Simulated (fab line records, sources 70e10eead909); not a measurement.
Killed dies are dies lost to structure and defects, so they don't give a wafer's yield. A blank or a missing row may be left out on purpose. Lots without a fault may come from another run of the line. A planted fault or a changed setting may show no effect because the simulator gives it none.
fab line records | flow nand_harc | part 2 of 2: steps 23 to 34 of 34
record lots=5 wafers=15 last_day=23
route steps=1159 shown A_STAIRCASE@676
lots that met no fault: from a run of the same line without faults
start_h: hours from the record's first day to the start of the lot's first wafer shown | wait_h: hours since the lot's step before | " the same as in the row above | L1.1+2: a row that stands for several wafers | - no value, or no start given | * or withheld: withheld | < > ~ a bound
route shown NAME@n: a module of which the file shows steps, and the number in the route of the first | usual: mean/standard deviation of fault-free wafers | same: alike in all rows | chamber/n: place in a boat | sites: the reading at each site | _std_site: their standard deviation | _edge_site: outer sites' mean less inner sites' | radius_mm: how far each site lies from the wafer's centre | mask NAME#n: copy n | behind: the tool/chamber that last shaped the wafer | hold: why the lot was held/for how many hours/how that ended | device: the transistor (n, p or np) that didn't switch | end of line: the same wafers' tests at the end of the route | a step without rows: its recipe alone | killed: dies lost to structure and defects at the first sort, not the wafer's yield | map: a wafer's dies, x killed, . not, _ none there
set.NAME: the setting as run; set.NAME@STEP: as run at that earlier step | model.NAME: the simulator's own value behind a step, which no gauge read
lots at some steps of the route; a table a step, a row a wafer
services: from which hour (start_h, from the record's first day; less than 0 if before it) a tool's chamber was out of use, for how many hours, and why
## steps
# step NHARC_A_STAIRCASE_STRIP_476
# recipe time_s=20 o2_flow_sccm=500 ar_flow_sccm=0 bias_w=0 chemistry=O2
# usual chamber_pressure_mTorr=60.00/0.051 drypump_motor_current_A=5.5/0.38 oes_product_au=1.004/0.0076 rf_vpp_V=57.8/0.85 showerhead_plenum_p_Torr=3.54/0.17 throttle_valve_pct=17.036/0.0091
# columns lot.wafer tool chamber start_h wait_h chamber_pressure_mTorr drypump_motor_current_A oes_product_au rf_hours_counter_h rf_vpp_V showerhead_plenum_p_Torr throttle_valve_pct
L076.3 rie_diel-01 0 273.48 0.1 60.05 5.6 1.006 47 57.2 3.40 17.029
L076.4 " 1 " " 59.99 6.0 0.990 53 59.1 3.67 17.037
L076.1 " 2 " " 60.02 5.4 0.998 54 57.7 3.35 17.039
L080.3 rie_diel-05 2 312.12 0.1 59.97 5.3 1.003 48 59.1 3.55 17.035
L080.1 " 3 " " 59.99 5.0 1.000 41 58.1 3.45 17.041
L080.6 " 2 " " 60.06 5.3 1.002 - 57.3 3.55 17.031
L083.4 rie_diel-10 2 321.51 0.2 60.06 6.1 1.013 49 57.7 3.70 17.023
L083.3 " 1 " " 59.98 5.4 1.002 49 58.8 3.78 17.038
L083.6 " 3 " " 60.12 5.3 0.996 - 59.3 3.65 17.025
L084.3 rie_diel-10 0 328.84 0.1 59.93 5.2 0.997 53 56.2 3.34 17.046
L084.6 " 3 " " 59.89 5.3 0.992 - 58.7 3.65 17.030
L084.5 " 0 " " 59.97 5.2 1.003 - 57.9 3.34 17.039
L093.3 rie_diel-01 0 366.43 0.1 59.98 5.6 1.012 20 57.7 3.38 17.029
L093.2 " 3 " " 60.08 5.1 1.003 22 57.3 3.80 17.043
L093.6 " 1 " " 60.01 6.0 1.004 - 58.2 3.65 17.040
# step NHARC_A_STAIRCASE_DEP_417
# recipe target_thk_a=600 step_coverage_pct=20 temp_c=400 target_thk_nm=60 flow_sccm=200 rf_w=450 material=Si3N4
# usual heater_power_w=703/78
# columns lot.wafer tool chamber start_h wait_h heater_power_w
L076.1 pecvd-03 0 273.62 - 717
L076.3 " 1 " " 810
L076.4 " 0 " " 718
L080.3 pecvd-01 2 312.27 - 738
L080.1 " 0 " " 865
L080.6 " 1 " " 668
L083.3 pecvd-03 0 321.65 - 624
L083.6 " 2 " " 614
L083.4 " 1 " " 724
L084.3 pecvd-04 1 328.99 - 719
L084.6 " 0 " " 652
L084.5 " 2 " " 781
L093.2 pecvd-01 2 366.53 - 699
L093.3 " 0 " " 747
L093.6 " 0 " " 795
# step NHARC_A_STAIRCASE_WET_418
# recipe temp_c=160 target_depth_a=200 chemistry=H3PO4
# columns lot.wafer tool chamber start_h wait_h
L076.1+3+4 wet_h3po4-02 0 278.17 -
L080.1+3+6 wet_h3po4-02 1 315.28 -
L083.3+4+6 wet_h3po4-01 0 323.46 -
L084.3+5+6 wet_h3po4-02 0 332.01 -
L093.2+3+6 wet_h3po4-02 1 369.59 -
# step NHARC_A_STAIRCASE_PRECLEAN_419
# recipe time_s=* temp_c=50 bath_age_min=0 chemistry=SC1
# same bath_age_min=0
# columns lot.wafer tool chamber start_h wait_h
L076.3+1+4 wet_bench-05 4,5,0 278.75 0.0
L080.1+6+3 wet_bench-07 1,2,5 315.85 0.0
L083.4+6+3 wet_bench-05 0,2,5 324.04 0.0
L084.5+6+3 wet_bench-05 7,1,2 332.60 0.0
L093.3+6+2 wet_bench-05 6,0,2 370.17 0.0
# step NHARC_A_STAIRCASE_SRD_421
# columns lot.wafer tool chamber start_h wait_h
L076.3+1+4 wet_bench-05 4,5,0 - -
L080.1+6+3 wet_bench-07 1,2,5 - -
L083.4+6+3 wet_bench-05 0,2,5 - -
L084.5+6+3 wet_bench-05 7,1,2 - -
L093.3+6+2 wet_bench-05 6,0,2 - -
# step NHARC_A_STAIRCASE_ALD_420
# recipe target_thk_a=200 pulse_time_s=6 ald_cycles=200 temp_c=300 material=SiO2
# usual heater_power_w=444/48 precursor_pulse_height_rel=1.002/0.022
# columns lot.wafer tool chamber start_h wait_h heater_power_w precursor_pulse_height_rel
L076.1 ald_hk-03 2 278.89 - 509 0.982
L076.4 " 3 " " 450 1.026
L076.3 " 1 " " 446 0.948
L080.3 ald_hk-02 3 315.99 - 457 0.998
L080.1 " 1 " " 452 0.993
L080.6 " 0 " " 382 1.015
L083.4 ald_hk-02 0 326.22 - 383 0.977
L083.3 " 2 " " 425 1.005
L083.6 " 0 " " 376 1.006
L084.3 ald_hk-01 2 333.22 - 549 1.005
L084.5 " 3 " " 419 0.982
L084.6 " 0 " " 494 0.999
L093.3 ald_hk-03 2 370.31 - 492 0.991
L093.2 " 3 " " 465 0.950
L093.6 " 2 " " 495 0.970
# step NHARC_A_STAIRCASE_CVD_552
# recipe target_thk_a=400 temp_c=700 pressure_mtorr=300 material=SiNx
# usual zone_power_upper_pct=11.5/0.93
# columns lot.wafer tool chamber start_h wait_h zone_power_upper_pct
L076.1 lpcvd-01 1 284.54 5.3 10.1
L076.3 " 1 " " 10.1
L076.4 " 1 " " 10.2
L080.1 lpcvd-02 0 - - 11.6
L080.3 " 0 " " 11.6
L080.6 " 0 " " 11.3
L083.3 lpcvd-02 1 - - 12.4
L083.4 " 1 " " 12.1
L083.6 " 1 " " 12.0
L084.3 lpcvd-02 1 - - 12.3
L084.5 " 1 " " 12.3
L084.6 " 1 " " 11.9
L093.2 lpcvd-01 0 - - 12.6
L093.3 " 0 " " 12.5
L093.6 " 0 " " 12.5
# step NHARC_A_STAIRCASE_DEP_151
# recipe target_thk_a=38000 temp_c=400 target_thk_nm=3800 teos_flow_sccm=200 rf_w=500 material=SiO2
# usual heater_power_w=665/88
# columns lot.wafer tool chamber start_h wait_h heater_power_w
L076.1 pecvd-04 2 288.22 0.5 821
L076.3 " 0 " " 688
L076.4 " 1 " " 655
L080.3 pecvd-01 0 327.05 0.4 857
L080.1 " 1 " " 668
L080.6 " 1 " " 600
L083.3 pecvd-04 0 333.51 0.4 726
L083.6 " 1 " " 658
L083.4 " 2 " " 688
L084.3 pecvd-04 1 342.31 0.5 659
L084.6 " 1 " " 647
L084.5 " 0 " " 623
L093.3 pecvd-01 1 378.85 0.7 598
L093.2 " 2 " " 671
L093.6 " 0 " " 742
# step NHARC_A_STAIRCASE_ANNEAL_320
# recipe temp_c=750 time_s=1800
# usual zone_power_upper_pct=11.98/0.14
# columns lot.wafer tool chamber start_h wait_h zone_power_upper_pct
L076.1 furnace-08 0 291.81 - 11.91
L076.3 " 0 " " 11.82
L076.4 " 0 " " 11.89
L080.1 furnace-08 0 331.09 - 12.04
L080.3 " 0 " " 12.00
L080.6 " 0 " " 12.08
L083.3 furnace-08 0 337.18 - 12.23
L083.4 " 0 " " 12.14
L083.6 " 0 " " 12.02
L084.3 furnace-08 0 347.17 - 12.11
L084.5 " 0 " " 11.96
L084.6 " 0 " " 12.27
L093.2 furnace-08 0 384.46 - 12.22
L093.3 " 0 " " 12.08
L093.6 " 0 " " 12.05
# step NHARC_A_STAIRCASE_DEP_322
# recipe target_thk_a=38000 temp_c=400 target_thk_nm=3800 teos_flow_sccm=200 rf_w=500 material=SiO2
# usual heater_power_w=660/94
# columns lot.wafer tool chamber start_h wait_h heater_power_w
L076.3 pecvd-03 2 295.21 0.1 612
L076.1 " 0 " " 676
L076.4 " 0 " " 587
L080.1 pecvd-01 0 334.52 0.1 866
L080.3 " 2 " " 629
L080.6 " 0 " " 734
L083.3 pecvd-03 1 340.61 0.2 749
L083.4 " 2 " " 512
L083.6 " 0 " " 585
L084.3 pecvd-03 1 350.76 0.3 655
L084.6 " 2 " " 506
L084.5 " 1 " " 612
L093.2 pecvd-03 1 388.00 0.2 732
L093.3 " 2 " " 629
L093.6 " 1 " " 622
# step NHARC_A_STAIRCASE_ANNEAL_323
# recipe temp_c=750 time_s=1800
# usual zone_power_upper_pct=11.96/0.15
# columns lot.wafer tool chamber start_h wait_h zone_power_upper_pct
L076.1 furnace-08 0 299.00 - 12.15
L076.3 " 0 " " 11.78
L076.4 " 0 " " 11.93
L080.1 furnace-08 0 340.08 - 12.00
L080.3 " 0 " " 12.10
L080.6 " 0 " " 12.15
L083.3 furnace-08 0 344.20 - 12.07
L083.4 " 0 " " 11.81
L083.6 " 0 " " 12.19
L084.3 furnace-08 0 354.28 - 11.93
L084.5 " 0 " " 11.91
L084.6 " 0 " " 12.09
L093.2 furnace-08 0 391.59 - 11.84
L093.3 " 0 " " 11.90
L093.6 " 0 " " 12.03
# step NHARC_A_STAIRCASE_DEP_325
# recipe target_thk_a=38000 temp_c=400 target_thk_nm=3800 teos_flow_sccm=200 rf_w=500 material=SiO2
# usual heater_power_w=660/88
# columns lot.wafer tool chamber start_h wait_h heater_power_w
L076.1 pecvd-01 0 302.43 0.2 768
L076.3 " 1 " " 695
L076.4 " 0 " " 750
L080.1 pecvd-04 1 343.60 0.2 819
L080.3 " 2 " " 805
L080.6 " 1 " " 640
L083.3 pecvd-01 2 347.79 0.2 693
L083.6 " 2 " " 585
L083.4 " 0 " " 749
L084.3 pecvd-03 1 357.74 0.2 667
L084.6 " 0 " " 591
L084.5 " 2 " " 514
L093.3 pecvd-01 1 394.99 0.1 693
L093.2 " 2 " " 588
L093.6 " 2 " " 588
## services
# columns tool chamber start_h hours kind
pecvd-03 - 247.01 0.8 repair
krf_scanner-02 - 250.65 0.5 repair
krf_scanner-03 - 268.16 0.6 repair
wet_bench-07 - 272.00 8.0 pm
krf_scanner-03 - 277.77 0.4 repair
lpcvd-02 - 295.33 2.5 repair
pecvd-03 - 300.46 13.0 pm
ald_hk-02 - 302.03 10.0 pm
wet_bench-05 - 313.34 5.8 repair
lpcvd-01 - 314.00 26.0 pm
rie_diel-01 - 315.10 9.0 pm
krf_scanner-03 - 315.40 0.5 repair
krf_scanner-03 - 340.00 4.0 pm
litho_track-02 - 340.00 7.0 pm
rie_diel-05 - 340.75 9.0 pm
wet_h3po4-02 - 347.69 1.5 repair
rie_diel-10 - 353.50 9.0 pm
wet_h3po4-02 - 356.05 8.0 pm
pecvd-03 - 362.39 0.9 repair
litho_track-07 - 364.01 7.0 pm
rie_diel-01 2 370.60 14.2 repair
wet_bench-05 - 372.80 8.0 pm
pecvd-04 - 376.82 13.0 pm
wet_bench-01 - 389.60 8.0 pm
